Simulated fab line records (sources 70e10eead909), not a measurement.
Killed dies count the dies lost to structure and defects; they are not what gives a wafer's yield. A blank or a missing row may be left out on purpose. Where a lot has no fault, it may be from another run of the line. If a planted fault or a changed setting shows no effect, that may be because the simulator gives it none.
Matching of chambers / flow nandHarc / pecvd-02 running NHARC_A_STAIRCASE_DEP_259: 3 sister chambers
The step deposits SiON, target thk 30 nm. 16 wafers are shown with their chamber, then 8 later ones without.

== WAFERS WITH THEIR CHAMBER ==
wafer=L723.1; chamber=2; heaterPowerW (W)=1012
wafer=L723.3; chamber=0; heaterPowerW (W)=714
wafer=L723.4; chamber=0; heaterPowerW (W)=731
wafer=L725.2; chamber=0; heaterPowerW (W)=790
wafer=L725.5; chamber=0; heaterPowerW (W)=789
wafer=L725.6; chamber=1; heaterPowerW (W)=815
wafer=L724.1; chamber=0; heaterPowerW (W)=792
wafer=L724.2; chamber=2; heaterPowerW (W)=892
wafer=L724.3; chamber=1; heaterPowerW (W)=805
wafer=L739.1; chamber=1; heaterPowerW (W)=700
wafer=L739.2; chamber=0; heaterPowerW (W)=785
wafer=L739.6; chamber=0; heaterPowerW (W)=784
wafer=L738.1; chamber=2; heaterPowerW (W)=981
wafer=L738.3; chamber=1; heaterPowerW (W)=612
wafer=L738.6; chamber=2; heaterPowerW (W)=976
wafer=L740.1; chamber=0; heaterPowerW (W)=746

SIGNATURES (means of the wafers above)
reading=heaterPowerW; chamber 0=766.38; chamber 1=733.00; chamber 2=965.25; scatter within a chamber=57.1
Rule: distance of a wafer from a chamber = root of the sum over the readings of ((wafer's reading minus chamber's mean) / reading's scatter) squared. If the next closest chamber is less than 2 further off than the closest, the wafer can't be placed; otherwise it belongs to the closest. How the scatter is found: for the shown wafers, subtract from each reading the mean of its chamber, square and add these, divide the total by (wafers less chambers), then take the root.

== WAFERS WHOSE CHAMBER IS MISSING ==
wafer=L740.4; heaterPowerW (W)=687
wafer=L740.5; heaterPowerW (W)=966
wafer=L742.2; heaterPowerW (W)=696
wafer=L742.3; heaterPowerW (W)=741
wafer=L742.4; heaterPowerW (W)=703
wafer=L743.1; heaterPowerW (W)=768
wafer=L743.2; heaterPowerW (W)=919
wafer=L743.4; heaterPowerW (W)=712

== CHAMBER TAKEN BY EACH ==
wafer=L740.4; from the rows above=can't be placed: 1 or 0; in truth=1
wafer=L740.5; from the rows above=2; in truth=2
wafer=L742.2; from the rows above=can't be placed: 1 or 0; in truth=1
wafer=L742.3; from the rows above=can't be placed: 1 or 0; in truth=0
wafer=L742.4; from the rows above=can't be placed: 1 or 0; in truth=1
wafer=L743.1; from the rows above=can't be placed: 0 or 1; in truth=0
wafer=L743.2; from the rows above=can't be placed: 2 or 0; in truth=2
wafer=L743.4; from the rows above=can't be placed: 1 or 0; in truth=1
Placed correctly: 1 of 8. From these rows, 7 cannot be placed; in 7 the true chamber is one of the candidates. Wrongly placed: 0.
